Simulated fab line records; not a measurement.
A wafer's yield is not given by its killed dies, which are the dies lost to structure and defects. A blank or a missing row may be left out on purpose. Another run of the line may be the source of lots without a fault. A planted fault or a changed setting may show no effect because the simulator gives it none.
Chamber matching | flow nand harc | NHARC_A_WL_FILL_CMP_12 on cmp-03 has 4 sister chambers
The step polishes, t overpolish 30 s, target thk 100 nm. 22 wafers are shown with their chamber, then 11 later ones without.

## WAFERS WITH THEIR CHAMBER
wafer  | chamber | motor current A (A) | time to endpoint s (s) | overpolish run s (s)
L074.1 | 0       | 9.9                 | 22.2                   | 29.985
L074.3 | 3       | 12.5                | 22.4                   | 30.000
L074.4 | 2       | 12.7                | 23.1                   | 30.006
L075.3 | 2       | 12.1                | 18.4                   | 29.993
L075.4 | 0       | 11.2                | 19.6                   | 30.001
L075.6 | 3       | 12.8                | 18.5                   | 30.004
L079.2 | 3       | 13.1                | 18.3                   | 29.986
L079.3 | 1       | 11.9                | 21.7                   | 29.991
L079.5 | 3       | 12.4                | 17.6                   | 29.999
L081.1 | 2       | 12.1                | 17.4                   | 30.002
L081.3 | 1       | 11.8                | 22.4                   | 29.995
L081.5 | 1       | 12.0                | 24.0                   | 29.993
L086.1 | 3       | 12.6                | 20.1                   | 30.008
L086.4 | 2       | 12.2                | 19.7                   | 29.989
L086.5 | 0       | 11.0                | 21.4                   | 30.018
L089.2 | 0       | 10.6                | 21.6                   | 30.013
L089.5 | 3       | 13.1                | 18.2                   | 30.006
L089.6 | 0       | 10.3                | 19.7                   | 30.017
L087.1 | 0       | 10.8                | 20.3                   | 29.996
L087.2 | 2       | 12.6                | 18.1                   | 30.012
L087.3 | 1       | 12.3                | 20.3                   | 29.987
L087.4 | 3       | 13.2                | 17.9                   | 29.998

SIGNATURES, as means of the wafers listed above
reading            | chamber 0 | chamber 1 | chamber 2 | chamber 3 | scatter within a chamber
motor current A    | 10.633    | 12.000    | 12.340    | 12.814    | 0.352
time to endpoint s | 20.800    | 22.100    | 19.340    | 19.000    | 1.68
overpolish run s   | 30.00500  | 29.99150  | 30.00040  | 30.00014  | 0.00937
Rule: distance of a wafer from a chamber = root of the sum over the readings of ((wafer's reading minus chamber's mean) / reading's scatter) squared. The wafer belongs to the nearest chamber; if the next one is less than 2 further off, it can't be placed. How the scatter is found: for the shown wafers, subtract from each reading the mean of its chamber, square and add these, divide the total by (wafers less chambers), then take the root.

## WAFERS WITHOUT THEIR CHAMBER
wafer  | motor current A (A) | time to endpoint s (s) | overpolish run s (s)
L087.5 | 12.2                | 20.5                   | 30.006
L087.6 | 12.5                | 16.0                   | 30.004
L092.3 | 10.2                | 19.3                   | 29.986
L092.5 | 12.9                | 20.0                   | 29.994
L092.6 | 13.4                | 18.5                   | 30.007
L093.1 | 13.0                | 18.7                   | 29.992
L093.2 | 10.0                | 17.7                   | 29.997
L093.3 | 11.2                | 17.2                   | 29.997
L097.1 | 11.9                | 20.8                   | 30.002
L097.5 | 12.1                | 21.2                   | 30.004
L097.6 | 13.5                | 19.2                   | 29.987

## EACH ONE'S CHAMBER
wafer  | from the rows above               | in truth
L087.5 | can't be placed: 2 or 1 or 3      | 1
L087.6 | can't be placed: 3 or 2           | 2
L092.3 | 0                                 | 0
L092.5 | can't be placed: 3 or 2 or 1      | 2
L092.6 | can't be placed: 3 or 2           | 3
L093.1 | can't be placed: 3 or 2           | 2
L093.2 | 0                                 | 0
L093.3 | can't be placed: 0 or 2 or 1 or 3 | 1
L097.1 | can't be placed: 1 or 2 or 3      | 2
L097.5 | can't be placed: 2 or 1 or 3      | 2
L097.6 | can't be placed: 3 or 2           | 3
Placed correctly: 2 of 11. Can't be placed from these rows: 9 (the true chamber is among the candidates in 9). Wrongly placed: 0.
